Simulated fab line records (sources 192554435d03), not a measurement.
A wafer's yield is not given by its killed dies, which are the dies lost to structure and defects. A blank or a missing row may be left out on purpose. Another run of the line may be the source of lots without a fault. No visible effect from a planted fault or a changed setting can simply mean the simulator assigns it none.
Which tool is to blame? :: flow n5Finfet :: 11 lots, 33 wafers sampled, at 4 steps of a route of 1938

== WHAT THE GAUGES READ, wafer by wafer ==
The record lacks any reading of a measuring or inspecting step that a usual standard deviation could be used to judge.

== WHICH TOOL RAN EACH LOT (tool, then ch and the chambers of the sampled wafers, then the start) ==
lot: L834
N5_HKMG_FIN_STRIP_90: rieDiel-02 ch 2,3, day 4 05:11
N5_GATE_CUT_ETCHBACK_00: rieMetal-03 ch 0,1, day 4 07:11
N5_GATE_CUT_ETCH_56: rieMetal-03 ch 0,1, day 4 07:18
N5_GATE_CUT_PECVD_57: pecvd-02 ch 0,1,2, day 4 09:58

lot: L835
N5_HKMG_FIN_STRIP_90: rieDiel-02 ch 1,2,3, day 4 14:47
N5_GATE_CUT_ETCHBACK_00: rieMetal-03 ch 0,1, day 4 16:45
N5_GATE_CUT_ETCH_56: rieMetal-03 ch 0,1, day 4 16:52
N5_GATE_CUT_PECVD_57: pecvd-02 ch 1,2, day 4 20:17

lot: L836
N5_HKMG_FIN_STRIP_90: rieDiel-02 ch 0,1,2, day 5 03:10
N5_GATE_CUT_ETCHBACK_00: rieMetal-02 ch 1, day 5 05:15
N5_GATE_CUT_ETCH_56: rieMetal-02 ch 1, day 5 05:29
N5_GATE_CUT_PECVD_57: pecvd-02 ch 0,1, day 5 10:08

lot: L837
N5_HKMG_FIN_STRIP_90: rieDiel-03 ch 2,3, day 5 13:00
N5_GATE_CUT_ETCHBACK_00: rieMetal-02 ch 0,1, day 5 15:01
N5_GATE_CUT_ETCH_56: rieMetal-02 ch 0,1, day 5 15:07
N5_GATE_CUT_PECVD_57: pecvd-02 ch 0,2, day 5 17:52

lot: L839
N5_HKMG_FIN_STRIP_90: rieDiel-04 ch 0,1,3, day 5 15:40
N5_GATE_CUT_ETCHBACK_00: rieMetal-02 ch 0,1, day 5 17:41
N5_GATE_CUT_ETCH_56: rieMetal-02 ch 0,1, day 5 17:47
N5_GATE_CUT_PECVD_57: pecvd-03 ch 0,2, day 5 20:53

lot: L840
N5_HKMG_FIN_STRIP_90: rieDiel-03 ch 1,3, day 5 23:18
N5_GATE_CUT_ETCHBACK_00: rieMetal-02 ch 0,1, day 6 01:18
N5_GATE_CUT_ETCH_56: rieMetal-02 ch 0,1, day 6 01:25
N5_GATE_CUT_PECVD_57: pecvd-02 ch 0,1, day 6 04:04

lot: L841
N5_HKMG_FIN_STRIP_90: rieDiel-02 ch 1,2, day 6 03:13
N5_GATE_CUT_ETCHBACK_00: rieMetal-02 ch 0,1, day 6 05:11
N5_GATE_CUT_ETCH_56: rieMetal-02 ch 0,1, day 6 05:18
N5_GATE_CUT_PECVD_57: pecvd-01 ch 0,1, day 6 07:59

lot: L848
N5_HKMG_FIN_STRIP_90: rieDiel-03 ch 0,1,2, day 8 01:55
N5_GATE_CUT_ETCHBACK_00: rieMetal-02 ch 0,1, day 8 03:58
N5_GATE_CUT_ETCH_56: rieMetal-02 ch 0,1, day 8 04:05
N5_GATE_CUT_PECVD_57: pecvd-03 ch 0,1,2, day 8 06:49

lot: L855
N5_HKMG_FIN_STRIP_90: rieDiel-04 ch 0,2,3, day 9 13:07
N5_GATE_CUT_ETCHBACK_00: rieMetal-03 ch 0,1, day 9 15:04
N5_GATE_CUT_ETCH_56: rieMetal-03 ch 0,1, day 9 15:11
N5_GATE_CUT_PECVD_57: pecvd-02 ch 1,2, day 9 18:05

lot: L857
N5_HKMG_FIN_STRIP_90: rieDiel-03 ch 0,3, day 9 21:59
N5_GATE_CUT_ETCHBACK_00: rieMetal-01 ch 0,1, day 9 23:57
N5_GATE_CUT_ETCH_56: rieMetal-01 ch 0,1, day 10 00:04
N5_GATE_CUT_PECVD_57: pecvd-03 ch 0,1, day 10 02:54

lot: L856
N5_HKMG_FIN_STRIP_90: rieDiel-03 ch 1,3, day 10 00:13
N5_GATE_CUT_ETCHBACK_00: rieMetal-03 ch 0,1, day 10 02:10
N5_GATE_CUT_ETCH_56: rieMetal-03 ch 0,1, day 10 02:17
N5_GATE_CUT_PECVD_57: pecvd-01 ch 1,2, day 10 05:14
- N5_HKMG_FIN_STRIP_90: strips SOC in N2/H2, time 20 s.
- N5_GATE_CUT_ETCHBACK_00: etches W in SF6/Cl2.
- N5_GATE_CUT_ETCH_56: etches TiN in Cl2/Ar, target depth 21.6 nm.
- N5_GATE_CUT_PECVD_57: deposits SiNx from SiH4/NH3/N2, target thk 21 nm.

== AS READ BY THE TOOLS THEMSELVES (means over the sampled wafers that have a number; for cases with no such wafer, the mark the record gives instead) ==
N5_HKMG_FIN_STRIP_90.
lot: L834
tool: rieDiel-02
drypumpMotorCurrentA (A): 5.5
oesProductAu (a.u.): 0.76
rfVppV (V): 53.7
showerheadPlenumPTorr (Torr): 3.41
throttleValvePct (%): 19.3

lot: L835
tool: rieDiel-02
drypumpMotorCurrentA (A): 5.7
oesProductAu (a.u.): 0.74
rfVppV (V): 54.5
showerheadPlenumPTorr (Torr): 3.45
throttleValvePct (%): 19.3

lot: L836
tool: rieDiel-02
drypumpMotorCurrentA (A): 5.6
oesProductAu (a.u.): 0.72
rfVppV (V): 55.0
showerheadPlenumPTorr (Torr): 3.39
throttleValvePct (%): 19.2

lot: L837
tool: rieDiel-03
drypumpMotorCurrentA (A): 5.6
oesProductAu (a.u.): 0.76
rfVppV (V): 54.3
showerheadPlenumPTorr (Torr): 3.24
throttleValvePct (%): 19.0

lot: L839
tool: rieDiel-04
drypumpMotorCurrentA (A): 6.5
oesProductAu (a.u.): 0.77
rfVppV (V): 54.4
showerheadPlenumPTorr (Torr): 3.31
throttleValvePct (%): 18.9

lot: L840
tool: rieDiel-03
drypumpMotorCurrentA (A): 5.4
oesProductAu (a.u.): 0.82
rfVppV (V): 54.4
showerheadPlenumPTorr (Torr): 3.34
throttleValvePct (%): 18.7

lot: L841
tool: rieDiel-02
drypumpMotorCurrentA (A): 5.9
oesProductAu (a.u.): 0.71
rfVppV (V): 55.3
showerheadPlenumPTorr (Torr): 3.48
throttleValvePct (%): 19.4

lot: L848
tool: rieDiel-03
drypumpMotorCurrentA (A): 5.4
oesProductAu (a.u.): 0.80
rfVppV (V): 54.3
showerheadPlenumPTorr (Torr): 3.38
throttleValvePct (%): 19.0

lot: L855
tool: rieDiel-04
drypumpMotorCurrentA (A): 6.2
oesProductAu (a.u.): 0.82
rfVppV (V): 54.2
showerheadPlenumPTorr (Torr): 3.40
throttleValvePct (%): 18.9

lot: L857
tool: rieDiel-03
drypumpMotorCurrentA (A): 5.7
oesProductAu (a.u.): 0.88
rfVppV (V): 54.1
showerheadPlenumPTorr (Torr): 3.49
throttleValvePct (%): 19.1

lot: L856
tool: rieDiel-03
drypumpMotorCurrentA (A): 5.6
oesProductAu (a.u.): 0.91
rfVppV (V): 54.6
showerheadPlenumPTorr (Torr): 3.51
throttleValvePct (%): 18.7

N5_GATE_CUT_ETCHBACK_00.
lot: L834
tool: rieMetal-03
drypumpMotorCurrentA (A): 5.5
mfcCl2Sccm (sccm): 59.81
oesProductAu (a.u.): 0.77
throttleValvePct (%): 28.0

lot: L835
tool: rieMetal-03
drypumpMotorCurrentA (A): 5.5
mfcCl2Sccm (sccm): 59.92
oesProductAu (a.u.): 0.73
throttleValvePct (%): 27.8

lot: L836
tool: rieMetal-02
drypumpMotorCurrentA (A): 6.4
mfcCl2Sccm (sccm): 59.90
oesProductAu (a.u.): 0.65
throttleValvePct (%): 27.3

lot: L837
tool: rieMetal-02
drypumpMotorCurrentA (A): 6.4
mfcCl2Sccm (sccm): 60.16
oesProductAu (a.u.): 0.75
throttleValvePct (%): 27.4

lot: L839
tool: rieMetal-02
drypumpMotorCurrentA (A): 6.4
mfcCl2Sccm (sccm): 59.79
oesProductAu (a.u.): 0.76
throttleValvePct (%): 27.4

lot: L840
tool: rieMetal-02
drypumpMotorCurrentA (A): 6.4
mfcCl2Sccm (sccm): 59.73
oesProductAu (a.u.): 0.74
throttleValvePct (%): 27.4

lot: L841
tool: rieMetal-02
drypumpMotorCurrentA (A): 6.3
mfcCl2Sccm (sccm): 60.23
oesProductAu (a.u.): 0.84
throttleValvePct (%): 27.5

lot: L848
tool: rieMetal-02
drypumpMotorCurrentA (A): 6.3
mfcCl2Sccm (sccm): 60.04
oesProductAu (a.u.): 0.81
throttleValvePct (%): 27.5

lot: L855
tool: rieMetal-03
drypumpMotorCurrentA (A): 5.5
mfcCl2Sccm (sccm): 60.11
oesProductAu (a.u.): 0.73
throttleValvePct (%): 28.0

lot: L857
tool: rieMetal-01
drypumpMotorCurrentA (A): 5.5
mfcCl2Sccm (sccm): 59.81
oesProductAu (a.u.): 0.68
throttleValvePct (%): 27.4

lot: L856
tool: rieMetal-03
drypumpMotorCurrentA (A): 5.5
mfcCl2Sccm (sccm): 60.00
oesProductAu (a.u.): 0.73
throttleValvePct (%): 28.0

N5_GATE_CUT_ETCH_56.
lot: L834
tool: rieMetal-03
drypumpMotorCurrentA (A): 5.5
mfcCl2Sccm (sccm): 39.84
oesProductAu (a.u.): 0.77
throttleValvePct (%): 21.11

lot: L835
tool: rieMetal-03
drypumpMotorCurrentA (A): 5.6
mfcCl2Sccm (sccm): 40.04
oesProductAu (a.u.): 0.73
throttleValvePct (%): 20.99

lot: L836
tool: rieMetal-02
drypumpMotorCurrentA (A): 6.4
mfcCl2Sccm (sccm): 40.05
oesProductAu (a.u.): 0.64
throttleValvePct (%): 20.67

lot: L837
tool: rieMetal-02
drypumpMotorCurrentA (A): 6.4
mfcCl2Sccm (sccm): 39.98
oesProductAu (a.u.): 0.75
throttleValvePct (%): 20.74

lot: L839
tool: rieMetal-02
drypumpMotorCurrentA (A): 6.4
mfcCl2Sccm (sccm): 40.12
oesProductAu (a.u.): 0.75
throttleValvePct (%): 20.74

lot: L840
tool: rieMetal-02
drypumpMotorCurrentA (A): 6.4
mfcCl2Sccm (sccm): 39.94
oesProductAu (a.u.): 0.74
throttleValvePct (%): 20.74

lot: L841
tool: rieMetal-02
drypumpMotorCurrentA (A): 6.3
mfcCl2Sccm (sccm): 39.94
oesProductAu (a.u.): 0.83
throttleValvePct (%): 20.80

lot: L848
tool: rieMetal-02
drypumpMotorCurrentA (A): 6.4
mfcCl2Sccm (sccm): 40.04
oesProductAu (a.u.): 0.91
throttleValvePct (%): 20.69

lot: L855
tool: rieMetal-03
drypumpMotorCurrentA (A): 5.5
mfcCl2Sccm (sccm): 39.88
oesProductAu (a.u.): 0.73
throttleValvePct (%): 21.14

lot: L857
tool: rieMetal-01
drypumpMotorCurrentA (A): 5.4
mfcCl2Sccm (sccm): 39.96
oesProductAu (a.u.): 0.67
throttleValvePct (%): 20.81

lot: L856
tool: rieMetal-03
drypumpMotorCurrentA (A): 5.5
mfcCl2Sccm (sccm): 40.02
oesProductAu (a.u.): 0.73
throttleValvePct (%): 21.14

N5_GATE_CUT_PECVD_57.
lot: L834
tool: pecvd-02
heaterPowerW (W): 757
showerheadPlenumPTorr (Torr): 5.14
throttleValvePct (%): 38.0

lot: L835
tool: pecvd-02
heaterPowerW (W): 834
showerheadPlenumPTorr (Torr): 5.15
throttleValvePct (%): 37.6

lot: L836
tool: pecvd-02
heaterPowerW (W): 750
showerheadPlenumPTorr (Torr): 5.14
throttleValvePct (%): 38.0

lot: L837
tool: pecvd-02
heaterPowerW (W): 723
showerheadPlenumPTorr (Torr): 5.13
throttleValvePct (%): 38.4

lot: L839
tool: pecvd-03
heaterPowerW (W): 749
showerheadPlenumPTorr (Torr): 5.16
throttleValvePct (%): 38.7

lot: L840
tool: pecvd-02
heaterPowerW (W): 734
showerheadPlenumPTorr (Torr): 5.14
throttleValvePct (%): 38.3

lot: L841
tool: pecvd-01
heaterPowerW (W): 800
showerheadPlenumPTorr (Torr): 5.20
throttleValvePct (%): 39.1

lot: L848
tool: pecvd-03
heaterPowerW (W): 738
showerheadPlenumPTorr (Torr): 5.15
throttleValvePct (%): 40.2

lot: L855
tool: pecvd-02
heaterPowerW (W): 790
showerheadPlenumPTorr (Torr): 5.16
throttleValvePct (%): 37.9

lot: L857
tool: pecvd-03
heaterPowerW (W): 679
showerheadPlenumPTorr (Torr): 5.09
throttleValvePct (%): 41.1

lot: L856
tool: pecvd-01
heaterPowerW (W): 754
showerheadPlenumPTorr (Torr): 5.25
throttleValvePct (%): 37.0

== THE ANSWER, worked out from the rows above alone ==
Rule: the lots themselves supply what counts as usual. The widest of any qualifying gaps counts: lots, ordered by their means at a reading, are off when they make up no more than a third of the lots, leave a main group of 4 or more, and stand apart from it by 3 or more times the standard deviation of that group's means. A main group whose means are all the same, to the digits that the tables above print for the reading, isn't used. Also off: a lot with no number at a reading for which 4 or more lots have one. Any other lot the step has rows for is counted as sound. After the gauges, taken in route order, come the tools' own readings; for these a lot's mean is taken, as printed above. The first step at which some lot is off is used, and at that step the reading that is off furthest; a lot without a number counts as furthest.
No lot is off at any reading shown: from this, nothing can be told.

== WHAT THE SIMULATOR HAD PUT IN ==
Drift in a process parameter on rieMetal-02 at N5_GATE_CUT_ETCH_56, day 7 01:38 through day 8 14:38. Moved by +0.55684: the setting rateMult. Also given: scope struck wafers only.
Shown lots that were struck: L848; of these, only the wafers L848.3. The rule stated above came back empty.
